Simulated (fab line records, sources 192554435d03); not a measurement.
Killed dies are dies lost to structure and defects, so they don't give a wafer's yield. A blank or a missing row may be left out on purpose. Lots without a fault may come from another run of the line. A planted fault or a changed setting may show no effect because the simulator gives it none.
Chamber matching | flow n5_finfet | N5_HKMG_FIN_STRIP_34 on rie_diel-02: 4 sister chambers
The step strips in CF4. 24 wafers are shown with their chamber, then 12 later ones without.

WAFERS WITH THEIR CHAMBER
wafer  | chamber | showerhead_plenum_p_Torr (Torr) | throttle_valve_pct (%) | drypump_motor_current_A (A)
L075.1 | 0       | 1.737                           | 13.48                  | 5.6
L075.2 | 2       | 1.802                           | 13.94                  | 6.0
L075.3 | 3       | 1.813                           | 13.43                  | 6.1
L076.3 | 0       | 1.737                           | 13.48                  | 5.6
L076.4 | 3       | 1.812                           | 13.45                  | 6.1
L076.6 | 2       | 1.802                           | 13.96                  | 6.0
L078.4 | 0       | 1.736                           | 13.48                  | 5.6
L078.5 | 3       | 1.811                           | 13.44                  | 6.1
L078.6 | 2       | 1.801                           | 13.95                  | 5.9
L080.1 | 1       | 1.802                           | 13.43                  | 6.1
L080.4 | 0       | 1.734                           | 13.50                  | 5.6
L080.5 | 2       | 1.799                           | 13.95                  | 6.0
L081.3 | 2       | 1.798                           | 13.97                  | 5.9
L081.5 | 1       | 1.801                           | 13.41                  | 6.1
L081.6 | 2       | 1.798                           | 13.97                  | 5.9
L083.2 | 0       | 1.733                           | 13.51                  | 5.7
L083.5 | 2       | 1.797                           | 13.98                  | 6.0
L083.6 | 1       | 1.800                           | 13.43                  | 6.1
L087.2 | 2       | 1.795                           | 14.00                  | 5.9
L087.3 | 0       | 1.730                           | 13.53                  | 5.6
L087.6 | 0       | 1.730                           | 13.53                  | 5.6
L090.1 | 1       | 1.796                           | 13.48                  | 6.0
L090.2 | 3       | 1.804                           | 13.53                  | 6.0
L090.6 | 0       | 1.728                           | 13.55                  | 5.6

SIGNATURES (means of the wafers above)
reading                  | chamber 0 | chamber 1 | chamber 2 | chamber 3 | scatter within a chamber
showerhead_plenum_p_Torr | 1.73313   | 1.79975   | 1.79900   | 1.81000   | 0.00316
throttle_valve_pct       | 13.5075   | 13.4375   | 13.9650   | 13.4625   | 0.0289
drypump_motor_current_A  | 5.612     | 6.075     | 5.950     | 6.075     | 0.0468
Rule: a wafer's distance from a chamber is the root of the sum, over the readings, of the square of ((its reading less the chamber's mean) divided by the reading's scatter). The wafer belongs to the nearest chamber; if the next one is less than 2 further off, it can't be placed. The scatter: the root of (the sum of the squares of (reading less its chamber's mean) over the shown wafers, divided by (wafers less chambers)).

WAFERS WITHOUT THEIR CHAMBER
wafer  | showerhead_plenum_p_Torr (Torr) | throttle_valve_pct (%) | drypump_motor_current_A (A)
L092.3 | 1.803                           | 13.52                  | 6.0
L092.4 | 1.728                           | 13.55                  | 5.6
L092.6 | 1.792                           | 14.00                  | 6.0
L093.1 | 1.794                           | 13.46                  | 6.1
L093.3 | 1.727                           | 13.54                  | 5.6
L093.4 | 1.791                           | 14.02                  | 5.9
L095.2 | 1.793                           | 13.47                  | 6.1
L095.5 | 1.726                           | 13.55                  | 5.6
L095.6 | 1.794                           | 13.49                  | 6.1
L096.1 | 1.725                           | 13.55                  | 5.6
L096.2 | 1.800                           | 13.53                  | 6.1
L096.3 | 1.793                           | 13.49                  | 6.1

WHICH CHAMBER EACH WENT THROUGH
wafer  | from the rows above     | in truth
L092.3 | can't be placed: 3 or 1 | 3
L092.4 | 0                       | 0
L092.6 | 2                       | 2
L093.1 | 1                       | 1
L093.3 | 0                       | 0
L093.4 | 2                       | 2
L095.2 | 1                       | 1
L095.5 | 0                       | 0
L095.6 | 1                       | 1
L096.1 | 0                       | 0
L096.2 | can't be placed: 1 or 3 | 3
L096.3 | 1                       | 1
Placed correctly: 10 of 12. Can't be placed from these rows: 2 (the true chamber is among the candidates in 2). Placed wrongly: 0.
